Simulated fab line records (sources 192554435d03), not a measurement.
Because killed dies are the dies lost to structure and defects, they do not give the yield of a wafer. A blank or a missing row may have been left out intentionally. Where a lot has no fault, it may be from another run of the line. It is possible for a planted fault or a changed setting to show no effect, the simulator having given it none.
A single fault, viewed from 2 desks :: flow n5-finfet :: each desk has only its own numbers; what lay behind them comes last

## DESK OF THE TOOL OWNER: pecvd-01
The tool's own readings at N5_FIN_SAQP_PECVD_06 (deposits a-Si from SiH4/He, target thk 60 nm, time 48.1 s): means of the sampled wafers that have a number, for each lot that ran on this tool. Any lot whose mean is over 4 standard deviations away from the usual mean is out of limits and marked OUT; that distance is given in the brackets.
Columns: A = chamber-pressure-Torr at N5_FIN_SAQP_PECVD_06, usual 3.000 Torr; B = heater-power-w at N5_FIN_SAQP_PECVD_06, usual 819 W; C = showerhead-plenum-p-Torr at N5_FIN_SAQP_PECVD_06, usual 5.68 Torr; D = susceptor-temp-C at N5_FIN_SAQP_PECVD_06, usual 400.04 C; E = throttle-valve-pct at N5_FIN_SAQP_PECVD_06, usual 17.7 %
lot: L464
first seen here: day 4 03:40
A: 2.993
B: 859
C: 5.66
D: 400.05
E: 17.4

lot: L467
first seen here: day 4 22:03
A: 2.998
B: 879
C: 5.69
D: 399.93
E: 17.8

lot: L468
first seen here: day 5 03:35
A: 3.005
B: 902
C: 5.68
D: -
E: 18.7

lot: L469
first seen here: day 5 10:51
A: 3.004
B: 934
C: 5.69
D: -
E: 18.6
This desk's finding: nothing out of limits on any of the 4 lots.

## FROM THE METROLOGY DESK
Lot by lot, what the gauges showed, no matter which tool ran the lot: averages of those sampled wafers that carry a number. Any lot whose mean is over 4 standard deviations away from the usual mean is out of limits and marked OUT; that distance is given in the brackets. Of its 12 readings 7 are shown: the one that was out of limits first, and those that lie furthest out on some lot.
Columns: A = thk-nm at N5_FIN_SAQP_THK_MEAS_05, usual 37.9 nm; B = thk-nm at N5_FIN_SAQP_THK_MEAS_07, usual 60.0 nm; C = IOFF_P at N5_BEOL_M4_RC_MEAS_101, usual 0.21 nA/um; D = ION_P at N5_BEOL_M4_RC_MEAS_101, usual 463 uA/um; E = SS_N at N5_BEOL_M4_RC_MEAS_101, usual 71.6 mV/dec; F = VT_N at N5_BEOL_M4_RC_MEAS_101, usual 250 mV; G = VT_P at N5_BEOL_M4_RC_MEAS_101, usual -251 mV
lot: L464
first seen here: day 4 03:34
A: 37.6
B: 59.5
C: 0.20
D: 464
E: 70.8
F: 251
G: -250

lot: L467
first seen here: day 4 21:56
A: 37.1
B: 59.4
C: 0.27
D: 473
E: 72.0
F: 246
G: -247

lot: L468
first seen here: day 5 03:28
A: 38.0
B: 35.5 (-31) OUT
C: 0.27
D: 473
E: 71.9
F: 247
G: -246

lot: L469
first seen here: day 5 10:44
A: 38.1
B: 34.8 (-32) OUT
C: 0.22
D: 461
E: 72.0
F: 252
G: -250

lot: L471
first seen here: day 5 21:37
A: 37.9
B: 60.8
C: 0.25
D: 470
E: 72.0
F: 247
G: -246

lot: L473
first seen here: day 6 10:58
A: 38.3
B: 60.2
C: 0.27
D: 471
E: 71.8
F: 249
G: -247

lot: L474
first seen here: day 6 15:07
A: 38.7
B: 59.3
C: 0.25
D: 468
E: 72.1
F: 249
G: -248

lot: L476
first seen here: day 7 03:53
A: 37.7
B: 60.1
C: 0.19
D: 460
E: 71.4
F: 249
G: -253
Finding of this desk: L468, L469 out of limits; the first was L468 at day 5 03:41, on thk-nm at N5_FIN_SAQP_THK_MEAS_07. In limits: L464, L467, L471, L473, L474, L476.

## PUT TOGETHER
The metrology desk could have raised an alarm at day 5 03:41, on L468, L469.
Nothing out of limits was seen by the tool owner's desk.
On record at the tool owner's desk: L468, L469, within its limits.
The lots listed all ran N5_FIN_SAQP_PECVD_06 on pecvd-01.

## WHAT WAS PUT IN BY THE SIMULATOR
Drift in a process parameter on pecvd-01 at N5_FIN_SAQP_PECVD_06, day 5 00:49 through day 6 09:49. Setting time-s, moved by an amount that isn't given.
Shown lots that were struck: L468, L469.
Time in hours between the start of the fault and the first out-of-limits reading at each desk: metrology desk, 3.
